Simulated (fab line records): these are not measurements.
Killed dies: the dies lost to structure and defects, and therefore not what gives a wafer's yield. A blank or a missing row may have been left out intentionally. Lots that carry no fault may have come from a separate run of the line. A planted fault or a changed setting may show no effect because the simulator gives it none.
Which tool did it?    flow n5-finfet    24 lots, 72 wafers sampled, at 6 steps of a route of 1938

WHAT EACH GAUGE READ, for each wafer
N5_BEOL_M14_INSPECT_12: inspects for defects (macro). Usual: raw-defect-count at 1.9, with a standard deviation of 1.4.
lot   measured      on                 raw-defect-count  flag
L074  day 10 14:13  defect-inspect-01  3 1 1             
L076  day 10 21:25  defect-inspect-01  0 2 1             
L075  day 11 02:11  defect-inspect-02  4 1 3             
L077  day 11 23:06  defect-inspect-01  4 4 5             
L079  day 12 04:22  defect-inspect-01  0 1 4             
L081  day 12 08:20  defect-inspect-02  3 4 3             
L080  day 12 10:46  defect-inspect-02  2 2 0             
L078  day 12 16:20  defect-inspect-01  2 2 3             
L082  day 12 17:40  defect-inspect-02  0 3 1             
L084  day 13 08:04  defect-inspect-01  3 1 1             
L083  day 13 09:18  defect-inspect-01  2 3 5             
L085  day 13 17:22  defect-inspect-02  2 2 0             
L086  day 14 03:08  defect-inspect-02  0 2 2             
L088  day 14 05:51  defect-inspect-01  4 2 2             
L087  day 14 06:08  defect-inspect-02  1 0 1             
L089  day 15 00:04  defect-inspect-02  2 2 3             
L091  day 15 06:21  defect-inspect-01  2 0 1             
L092  day 15 06:59  defect-inspect-02  1 2 5             
L090  day 15 07:13  defect-inspect-02  2 1 1             
L093  day 15 15:42  defect-inspect-02  1 0 1             
L095  day 16 00:49  defect-inspect-02  2 4 1             
L094  day 16 01:58  defect-inspect-01  2 0 1             
L097  day 16 19:00  defect-inspect-01  2 0 1             
L096  day 16 19:25  defect-inspect-02  2 5 1             

N5_BEOL_M14_OCD_MEAS_35. Usual: trench-depth-nm at 559 nm, with a standard deviation of 11.
lot   measured      on      trench-depth-nm (nm)  flag
L074  day 10 15:43  ocd-01  573 565 574           
L076  day 10 23:20  ocd-01  559 551 569           
L075  day 11 03:49  ocd-02  571 574 558           
L077  day 12 00:55  ocd-01  541 539 561           
L079  day 12 05:51  ocd-02  572 572 561           
L081  day 12 10:01  ocd-01  568 562 550           
L080  day 12 12:24  ocd-02  568 561 565           
L078  day 12 18:11  ocd-01  550 551 566           
L082  day 12 19:47  ocd-01  570 548 565           
L084  day 13 09:40  ocd-01  566 570 551           
L083  day 13 11:01  ocd-01  554 577 563           
L085  day 13 19:03  ocd-02  556 549 565           
L086  day 14 05:01  ocd-02  576 559 562           
L088  day 14 07:37  ocd-01  540 555 538           
L087  day 14 08:12  ocd-01  545 550 541           
L089  day 15 01:41  ocd-01  564 572 565           
L091  day 15 07:50  ocd-01  548 570 575           
L092  day 15 08:32  ocd-01  572 557 564           
L090  day 15 09:01  ocd-02  560 576 547           
L093  day 15 17:11  ocd-02  559 537 564           
L095  day 16 02:19  ocd-02  569 563 542           
L094  day 16 03:46  ocd-01  551 561 566           
L097  day 16 20:40  ocd-02  570 552 567           
L096  day 16 21:15  ocd-01  563 566 563           

N5_BEOL_M15_CD_MEAS_28 targets a cd of 407.6 nm. Usual: cd-nm at 410.2 nm, with a standard deviation of 2.4.
lot   measured      on         cd-nm (nm)         flag
L074  day 10 20:10  cd-sem-01  409.3 407.8 408.3  
L076  day 11 03:31  cd-sem-03  410.2 409.6 408.7  
L075  day 11 07:53  cd-sem-01  412.4 414.3 410.0  
L077  day 12 06:26  cd-sem-02  412.5 412.1 414.3  
L079  day 12 10:09  cd-sem-01  413.0 409.0 410.6  
L081  day 12 14:19  cd-sem-01  412.6 410.3 412.4  
L080  day 12 18:10  cd-sem-02  411.4 411.1 409.8  
L078  day 13 00:10  cd-sem-02  407.3 406.2 407.1  
L082  day 13 00:22  cd-sem-03  411.3 413.2 411.8  
L084  day 13 16:56  cd-sem-02  414.1 414.6 412.3  
L083  day 13 17:17  cd-sem-03  405.5 406.3 407.8  
L085  day 13 23:46  cd-sem-01  410.5 409.4 407.9  
L086  day 14 12:48  cd-sem-02  410.1 409.6 409.5  
L088  day 14 13:34  cd-sem-02  411.1 408.8 409.3  
L087  day 14 14:17  cd-sem-01  409.4 407.2 409.4  
L089  day 15 05:49  cd-sem-01  411.2 410.7 412.9  
L091  day 15 13:01  cd-sem-03  413.1 413.3 413.3  
L092  day 15 13:03  cd-sem-03  408.7 408.4 410.8  
L090  day 15 18:31  cd-sem-01  412.1 412.6 409.5  
L093  day 16 03:41  cd-sem-03  412.9 411.9 411.1  
L095  day 16 08:07  cd-sem-03  408.3 407.3 406.6  
L094  day 16 09:16  cd-sem-02  406.8 407.4 407.4  
L097  day 17 01:11  cd-sem-03  412.2 411.3 410.5  
L096  day 17 02:32  cd-sem-03  406.6 409.3 406.3  

WHAT TOOL EACH LOT RAN ON (gives the tool, then ch and the chambers of the sampled wafers, and finally the start)
lot   N5_BEOL_M14_ETCH_67                 N5_BEOL_M14_STRIP_37                N5_BEOL_M14_SPUTTER_45
L074  rie-diel-03 ch 1,2, day 10 15:08    rie-diel-03 ch 0,2,3, day 10 16:00  pvd-sputter-02, day 10 16:41
L076  rie-diel-06 ch 1,3, day 10 22:45    rie-diel-03 ch 0,1,2, day 10 23:22  pvd-sputter-01, day 11 00:08
L075  rie-diel-03 ch 1,2,3, day 11 03:14  rie-diel-06 ch 2,3, day 11 03:52    pvd-sputter-03, day 11 04:23
L077  rie-diel-06 ch 0,1,3, day 12 00:21  rie-diel-06 ch 0,1,2, day 12 02:12  pvd-sputter-02, day 12 02:57
L079  rie-diel-03 ch 0,1, day 12 05:17    rie-diel-06 ch 0,2, day 12 05:53    pvd-sputter-02, day 12 06:43
L081  rie-diel-05 ch 0,1, day 12 09:26    rie-diel-03 ch 0,2,3, day 12 10:11  pvd-sputter-03, day 12 11:04
L080  rie-diel-03 ch 0,1,2, day 12 11:50  rie-diel-05 ch 1,3, day 12 13:52    pvd-sputter-01, day 12 14:31
L078  rie-diel-06 ch 1,2,3, day 12 17:36  rie-diel-03 ch 0,1,2, day 12 18:36  pvd-sputter-01, day 12 19:19
L082  rie-diel-06 ch 1,2, day 12 19:13    rie-diel-06 ch 0,1,2, day 12 19:49  pvd-sputter-02, day 12 20:19
L084  rie-diel-05 ch 0,1,3, day 13 09:06  rie-diel-06 ch 0,1,3, day 13 12:55  pvd-sputter-02, day 13 13:31
L083  rie-diel-05 ch 0,1,3, day 13 10:27  rie-diel-03 ch 1,2,3, day 13 13:06  pvd-sputter-03, day 13 13:36
L085  rie-diel-06 ch 1,2,3, day 13 18:28  rie-diel-06 ch 0,1,3, day 13 19:15  pvd-sputter-01, day 13 20:01
L086  rie-diel-05 ch 0,2,3, day 14 04:26  rie-diel-03 ch 0,2,3, day 14 08:39  pvd-sputter-01, day 14 09:39
L088  rie-diel-06 ch 0,1,2, day 14 07:02  rie-diel-05 ch 0,2, day 14 09:40    pvd-sputter-02, day 14 10:28
L087  rie-diel-06 ch 0,1,3, day 14 07:37  rie-diel-06 ch 0,1, day 14 09:47    pvd-sputter-02, day 14 10:47
L089  rie-diel-05 ch 0,3, day 15 01:07    rie-diel-05 ch 2,3, day 15 01:43    pvd-sputter-02, day 15 02:14
L091  rie-diel-03 ch 1,2,3, day 15 07:16  rie-diel-06 ch 0,1,2, day 15 08:08  pvd-sputter-02, day 15 08:59
L092  rie-diel-03 ch 1,2,3, day 15 07:58  rie-diel-03 ch 1,2,3, day 15 08:59  pvd-sputter-02, day 15 09:38
L090  rie-diel-05 ch 1,2,3, day 15 08:26  rie-diel-06 ch 0,2,3, day 15 13:23  pvd-sputter-03, day 15 14:10
L093  rie-diel-06 ch 2,3, day 15 16:37    rie-diel-06 ch 0,1,2, day 15 23:27  pvd-sputter-02, day 16 00:23
L095  rie-diel-06 ch 1,2,3, day 16 01:44  rie-diel-05 ch 0,3, day 16 03:59    pvd-sputter-03, day 16 04:43
L094  rie-diel-03 ch 1,2,3, day 16 03:11  rie-diel-03 ch 0,2, day 16 04:02    pvd-sputter-01, day 16 04:45
L097  rie-diel-03 ch 1,2,3, day 16 20:05  rie-diel-05 ch 0,1, day 16 20:49    pvd-sputter-01, day 16 21:35
L096  rie-diel-03 ch 0,1,2, day 16 20:40  rie-diel-05 ch 0,1,3, day 16 21:32  pvd-sputter-03, day 16 22:52
- N5_BEOL_M14_ETCH_67: etches SiARC in CF4, target depth 143 nm, time 238.3 s.
- N5_BEOL_M14_STRIP_37: strips in O2.
- N5_BEOL_M14_SPUTTER_45: material Cu, target thk 100 nm, time 16.67 s.

WHAT THE TOOLS THEMSELVES READ (means of the sampled wafers that have a number; where no wafer has one, the mark that the record gives instead)
N5_BEOL_M14_ETCH_67. Usual: drypump-motor-current-A 5.6 A, standard deviation 0.41; etch-rf-on-time-s 237 s, standard deviation 4.5; oes-product-au 0.67 a.u., standard deviation 0.067; rf-vpp-V 183.8 V, standard deviation 1.2; showerhead-plenum-p-Torr 2.12 Torr, standard deviation 0.074; throttle-valve-pct 15.58 %, standard deviation 0.15.
lot   tool         drypump-motor-current-A (A)  etch-rf-on-time-s (s)  oes-product-au (a.u.)  rf-vpp-V (V)  showerhead-plenum-p-Torr (Torr)  throttle-valve-pct (%)  flag
L074  rie-diel-03  5.9                          231                    0.68                   182.8         2.09                             15.63                   
L076  rie-diel-06  5.7                          236                    0.63                   182.7         2.10                             15.48                   
L075  rie-diel-03  5.7                          235                    0.71                   183.9         2.10                             15.59                   
L077  rie-diel-06  5.6                          236                    0.68                   183.8         2.12                             15.50                   
L079  rie-diel-03  5.6                          235                    0.73                   183.7         2.14                             15.63                   
L081  rie-diel-05  5.5                          237                    0.60                   183.8         2.11                             15.76                   
L080  rie-diel-03  5.9                          234                    0.68                   184.0         2.09                             15.66                   
L078  rie-diel-06  5.8                          238                    0.66                   183.9         2.14                             15.49                   
L082  rie-diel-06  5.5                          237                    0.67                   184.3         2.17                             15.39                   
L084  rie-diel-05  5.4                          238                    0.64                   184.2         2.10                             15.73                   
L083  rie-diel-05  5.4                          236                    0.64                   182.5         2.10                             15.73                   
L085  rie-diel-06  5.9                          240                    0.65                   183.6         2.14                             15.50                   
L086  rie-diel-05  5.5                          235                    0.63                   183.4         2.13                             15.65                   
L088  rie-diel-06  5.4                          241                    0.71                   184.3         2.19                             15.42                   
L087  rie-diel-06  5.6                          241                    0.65                   183.4         2.11                             15.53                   
L089  rie-diel-05  5.5                          234                    0.63                   183.4         2.10                             15.77                   
L091  rie-diel-03  5.7                          234                    0.68                   184.2         2.09                             15.65                   
L092  rie-diel-03  5.7                          237                    0.67                   183.7         2.09                             15.65                   
L090  rie-diel-05  5.4                          239                    0.63                   183.6         2.13                             15.64                   
L093  rie-diel-06  6.2                          238                    0.77                   186.4         2.27                             15.29                   
L095  rie-diel-06  5.8                          237                    0.71                   185.0         2.22                             15.39                   
L094  rie-diel-03  5.7                          234                    0.67                   183.1         2.08                             15.68                   
L097  rie-diel-03  5.7                          236                    0.66                   184.2         2.08                             15.68                   
L096  rie-diel-03  5.9                          232                    0.65                   183.2         2.08                             15.72                   

N5_BEOL_M14_STRIP_37. Usual: value, then standard deviation, for each; drypump-motor-current-A 5.6 A / 0.43; o2-flow-sccm 225.0 sccm / 0.6; oes-product-au 0.81 a.u. / 0.097; rf-vpp-V 3.7 V / 1.1; showerhead-plenum-p-Torr 2.09 Torr / 0.083; temp-c 60.00 C / 0.12; throttle-valve-pct 16.64 % / 0.16.
lot   tool         drypump-motor-current-A (A)  o2-flow-sccm (sccm)  oes-product-au (a.u.)  rf-vpp-V (V)  showerhead-plenum-p-Torr (Torr)  temp-c (C)  throttle-valve-pct (%)  flag
L074  rie-diel-03  6.0                          224.5                0.79                   2.7           2.03                             59.99       16.70                   
L076  rie-diel-03  5.9                          225.2                0.81                   3.8           2.06                             60.01       16.81                   
L075  rie-diel-06  5.9                          225.3                0.84                   4.9           2.16                             60.04       16.51                   
L077  rie-diel-06  5.3                          224.7                0.86                   3.2           2.16                             60.03       16.50                   
L079  rie-diel-06  5.2                          224.9                0.94                   4.4           2.19                             59.96       16.56                   
L081  rie-diel-03  6.0                          225.2                0.77                   3.9           2.02                             59.93       16.75                   
L080  rie-diel-05  5.2                          225.2                0.74                   3.6           2.06                             59.94       16.76                   
L078  rie-diel-03  5.9                          224.8                0.78                   4.4           2.06                             60.04       16.81                   
L082  rie-diel-06  5.3                          225.4                0.85                   3.3           2.16                             60.09       16.50                   
L084  rie-diel-06  5.6                          225.4                0.78                   2.7           2.07                             60.09       16.59                   
L083  rie-diel-03  5.7                          224.8                0.80                   3.0           2.06                             60.00       16.76                   
L085  rie-diel-06  5.6                          225.3                0.78                   4.0           2.07                             60.04       16.63                   
L086  rie-diel-03  6.0                          224.5                0.75                   3.3           2.02                             59.97       16.76                   
L088  rie-diel-05  5.7                          225.2                0.70                   3.1           2.13                             60.13       16.61                   
L087  rie-diel-06  5.3                          224.8                0.77                   3.9           2.10                             60.01       16.53                   
L089  rie-diel-05  5.3                          225.2                0.78                   4.7           2.07                             59.98       16.68                   
L091  rie-diel-06  5.3                          224.7                0.81                   3.0           2.15                             60.08       16.54                   
L092  rie-diel-03  5.7                          224.8                0.78                   3.4           2.05                             60.01       16.80                   
L090  rie-diel-06  5.7                          225.6                0.88                   4.9           2.21                             59.94       16.51                   
L093  rie-diel-06  5.3                          224.7                0.81                   3.0           2.15                             60.08       16.55                   
L095  rie-diel-05  5.4                          224.8                0.86                   4.1           2.04                             59.95       16.66                   
L094  rie-diel-03  6.2                          225.3                0.71                   4.1           2.00                             59.99       16.88                   
L097  rie-diel-05  5.4                          224.9                0.96                   3.9           2.06                             59.83       16.41                   
L096  rie-diel-05  5.4                          224.8                0.90                   3.9           2.05                             60.01       16.54                   

N5_BEOL_M14_SPUTTER_45. Usual: throttle-valve-pct at 30.3 %, with a standard deviation of 1.
lot   tool            throttle-valve-pct (%)  flag
L074  pvd-sputter-02  29.9                    
L076  pvd-sputter-01  30.4                    
L075  pvd-sputter-03  30.1                    
L077  pvd-sputter-02  30.3                    
L079  pvd-sputter-02  30.4                    
L081  pvd-sputter-03  29.1                    
L080  pvd-sputter-01  31.4                    
L078  pvd-sputter-01  30.1                    
L082  pvd-sputter-02  29.4                    
L084  pvd-sputter-02  29.7                    
L083  pvd-sputter-03  30.2                    
L085  pvd-sputter-01  30.5                    
L086  pvd-sputter-01  31.3                    
L088  pvd-sputter-02  30.5                    
L087  pvd-sputter-02  29.9                    
L089  pvd-sputter-02  30.6                    
L091  pvd-sputter-02  30.2                    
L092  pvd-sputter-02  30.2                    
L090  pvd-sputter-03  30.1                    
L093  pvd-sputter-02  31.0                    
L095  pvd-sputter-03  29.8                    
L094  pvd-sputter-01  30.7                    
L097  pvd-sputter-01  30.5                    
L096  pvd-sputter-03  29.1                    

THE ANSWER, worked out from the rows above alone
Rule: a lot is off if the mean of its wafers that have a number lies more than 3 standard deviations from the usual mean. Also off: a lot with no number at a reading for which 4 or more lots have one. All remaining lots with rows at the step are treated as sound. The gauges are gone through in route order, then the tools' own readings, and for those a lot's mean is taken as printed above. The first step at which some lot is off is used, and at that step the reading that is off furthest; a lot without a number counts as furthest.
No lot is off on any of the readings shown, so nothing can be concluded from this.

WHAT WAS PUT IN BY THE SIMULATOR
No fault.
